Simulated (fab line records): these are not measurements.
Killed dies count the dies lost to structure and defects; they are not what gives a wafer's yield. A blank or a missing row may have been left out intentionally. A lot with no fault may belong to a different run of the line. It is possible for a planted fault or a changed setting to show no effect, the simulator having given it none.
2 desks, one fault | flow n5 finfet | numbers are kept per desk, each desk with only its own; the story behind them comes last

## DESK OF THE TOOL OWNER: ald hk-02
The tool's own readings at N5_MIM_TOP_ALD_01 (deposits HfO2, target thk 5.6 nm, pulse time 1 s, purge time 3 s): means of the sampled wafers that have a number, for each lot that ran on this tool. Any lot whose mean is over 4 standard deviations away from the usual mean is out of limits and marked OUT; that distance is given in the brackets.
Columns: A = precursor pulse height rel at N5_MIM_TOP_ALD_01, usual 0.999
lot  | first seen here | A
L233 | day 12 01:00    | 0.968
L235 | day 13 00:00    | 1.007
L240 | day 13 17:00    | 1.009
L246 | day 15 05:00    | 1.009
L248 | day 16 12:00    | 0.974
L251 | day 17 00:00    | 0.990
This desk's verdict: no lot among the 6 shows anything out of limits.

## AT THE METROLOGY DESK
What the gauges read for every lot (on any tool): the sampled wafers with a number, averaged. Any lot whose mean is over 4 standard deviations away from the usual mean is out of limits and marked OUT; that distance is given in the brackets.
Columns: A = M15_THK at N5_BEOL_M15_THK_MEAS_50, usual 841 nm
lot  | first seen here | A
L233 | day 11 22:47    | 844
L235 | day 12 22:36    | 838
L237 | day 13 10:07    | 859
L238 | day 13 11:02    | 834
L239 | day 13 15:28    | 839
L240 | day 13 15:50    | 844
L241 | day 13 22:05    | 829
L242 | day 15 03:34    | 830
L246 | day 15 03:56    | 853
L248 | day 16 05:44    | 832
L251 | day 16 20:06    | 824
L253 | day 16 22:58    | 844
L254 | day 17 02:59    | 830
This desk's verdict: no lot among the 13 shows anything out of limits.

## TAKEN TOGETHER
Nothing out of limits was seen by the tool owner's desk.
The metrology desk saw nothing out of limits.

## WHAT THE SIMULATOR HAD INSERTED
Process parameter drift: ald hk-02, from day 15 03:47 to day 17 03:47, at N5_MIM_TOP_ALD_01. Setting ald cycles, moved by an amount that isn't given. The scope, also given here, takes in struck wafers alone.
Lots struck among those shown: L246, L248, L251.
